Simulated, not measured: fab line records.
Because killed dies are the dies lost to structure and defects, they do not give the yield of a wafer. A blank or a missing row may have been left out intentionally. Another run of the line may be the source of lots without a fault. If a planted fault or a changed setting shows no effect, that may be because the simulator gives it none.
Comparing a struck lot with a sound one || flow n5Finfet || 34 steps out of a route of 1938
Sound: wafers L261.1, L261.3, L261.5. Struck: wafer L268.1 (left out: L268.3, L268.6 of the same lot, which were not struck); the cause appears at the end.
Each step with rows lists, per side, the tool, then ch with its chambers, then its first start. Under that, the readings that differ: sound wafers || struck wafers || difference of the means || sigmas: that difference in standard deviations of wafers without a fault.
alike: same words and numbers on both sides, and readings whose means sit less than 2 such deviations apart. not compared: any withheld reading, any reading some wafer has no value for, any bound like >300 that may hide the same value, and any number with overlapping values for which the record gives no deviation.
Wherever a step has rows on one side only, a row that says differs or no value, or a row with sigmas, the two part there. Numbers that have no deviation but don't overlap get no sigmas and don't part them. A reading missing from all wafers of one side parts the sides only when that side holds two or more wafers.

first, 8 steps without rows for these wafers: N5_ILD0_LINER_00 (material SiNx, target thk 4 nm, pulse time 1 s, purge time 2 s); N5_ILD0_FCVD_FILL_01 (material SiO2 flowable, target thk 200 nm, time 328.3 s); N5_ILD0_CURE_02 (time 1800 s); N5_ILD0_CMP_03 (polishes, stops on SiNx, t overpolish 1.9 s, target thk 197.38 nm); N5_ILD0_CMP_07 (polishes SiO2 flowable, stops on poly-Si, t overpolish 1.18 s, target thk 138.88 nm); N5_ILD0_PRECLEAN_10 (cleans in NF3:NH3, afs cycles 5, time 20 s, sublimation time 60 s); N5_ILD0_ALD_15 (deposits SiNx, target thk 24 nm, pulse time 1 s, ald cycles 480); N5_ILD0_CMP_12 (polishes SiNx, stops on poly-Si, t overpolish 6 s, target thk 17.67 nm).
N5_SDB_HM_DEP_00: deposits SiNx from SiH4/NH3/N2, target thk 40 nm, time 35.3 s.
  sound on pecvd-03 ch 0,2, day 4 11:19; struck on pecvd-03 ch 1, day 6 08:11
{"reading": "model.SiNx_of_SDB_HM_DEP_00.thkNm (nm)", "sound": "39.2 40 40.4", "struck": 68, "difference": "+28", "sigmas": ""}
  alike: heaterPowerW, rfFwdPowerW, showerheadPlenumPTorr, throttleValvePct
then, 13 steps without rows for these wafers: N5_SDB_COAT_03 (time 60 s, resist thk 100 nm); N5_SDB_COAT_04 (time 60 s, resist thk 18 nm); N5_SDB_COAT_05 (resist thk 90 nm); N5_SDB_EBR_07; N5_SDB_SOFTBAKE_06 (time 60 s); N5_SDB_EXPOSE_08 (exposes mask SDB); N5_SDB_PEB_09 (peb time 60 s); N5_SDB_DEVELOP_10 (develop time 30 s); N5_SDB_DESCUM_16 (chemistry O2, time 7.9 s); N5_SDB_ETCH_17 (etches SiARC in CF4, target depth 23.4 nm, time 39 s); N5_SDB_ETCH_18 (etches SOC in N2/H2, target depth 100 nm, overetch 20 nm, time 150 s); N5_SDB_STRIP_19 (strips in N2/H2); N5_SDB_STRIP_21 (strips in CF4).
N5_SDB_HM_OPEN_20: chemistry CH3F/O2, target SiNx, stops on poly-Si, target depth 24 nm.
  sound on rieDiel-01 ch 0,1, day 4 12:23; struck on rieDiel-03 ch 1, day 6 08:50
{"reading": "oesProductAu (a.u.)", "sound": "0.56 0.78 0.78", "struck": 0.91, "difference": "+0.20", "sigmas": "+2"}
{"reading": "rfVppV (V)", "sound": "299 295 296", "struck": 307, "difference": "+10", "sigmas": "+2"}
{"reading": "model.etch.depthNm (nm)", "sound": "23.13 23.98 24.43", "struck": 34.35, "difference": "+10.50", "sigmas": ""}
  alike: O2_flow_sccm, biasW, drypumpMotorCurrentA, oes_ar_750_au, rfFwdPowerW, showerheadPlenumPTorr, throttleValvePct
  not compared: rfHoursCounterH
then, 5 steps without rows for these wafers: N5_SDB_STRIP_22 (strips in N2/H2); N5_SDB_PRECLEAN_23 (cleans in dHF, time 30 s); N5_SDB_DUMMY_REMOVE_24 (chemistry TMAH, target poly-Si, stops on SiO2, target depth 142 nm, time 57 s, rinse time 30 s); N5_SDB_ETCH_25 (etches SiO2 in C4F6/O2, target depth 10 nm, time 3.3 s); N5_SDB_CUT_ETCH_26 (etches Si in HBr/Cl2/O2, target depth 129.6 nm, bt time 20 s, time 51.8 s).
N5_SDB_PRECLEAN_38: cleans in dHF, time 10 s.
  sound on wetBench-01 ch 0,2,3, day 4 12:53; struck on wetBench-02 ch 0, day 6 09:20
{"reading": "model.SiNx_of_SDB_HM_DEP_00.thkNm (nm)", "sound": "21.4 21.8 22.2", "struck": 49.8, "difference": "+28.0", "sigmas": ""}
then, 3 steps without rows for these wafers: N5_SDB_PRECLEAN_39 (cleans in O3/DIW, time 45 s); N5_SDB_SRD_28 (time 30 s); N5_SDB_ALD_29 (deposits SiNx, target thk 30 nm, pulse time 1 s, ald cycles 600).
N5_SDB_CMP_30: polishes, stops on poly-Si, t overpolish 1.54 s, target thk 30 nm.
  sound on cmp-03 ch 1,2,3, day 4 15:43; struck on cmp-01 ch 3, day 6 12:10
{"reading": "timeToEndpointS (s)", "sound": "18.3 16.5 16.0", "struck": 25.8, "difference": "+8.9", "sigmas": "+4"}
  alike: motorCurrentA, slurryFlowMlMin
-- the record jumps here: 10 days lie between the struck wafers' starts before and after (it left off in module SDB and takes up again in module PASSIVATION, whose first step shown is number 1936 of the route) --
N5_PASSIVATION_PROBE_49:
  sound: prober-02 at day 14 14:50; struck: prober-02 at day 16 17:42
{"reading": "killedAtFrontEnd", "sound": "71 33 48", "struck": 1118, "difference": "+1067", "sigmas": "+89"}
{"reading": "killedDies", "sound": "123 101 105", "struck": 1180, "difference": "+1070", "sigmas": "+63"}
{"reading": "killedOnRim", "sound": "14 16 8", "struck": 152, "difference": "+139", "sigmas": "+37"}
  alike: killed_at_M0_to_M3, killed_at_M4_up, killedAtContacts, killedAtOther, killedOpen, killedShort

WHERE THEY PART
Last at N5_PASSIVATION_PROBE_49 as far as this record goes, first at N5_SDB_HM_OPEN_20.

WHY: what the simulator had put in
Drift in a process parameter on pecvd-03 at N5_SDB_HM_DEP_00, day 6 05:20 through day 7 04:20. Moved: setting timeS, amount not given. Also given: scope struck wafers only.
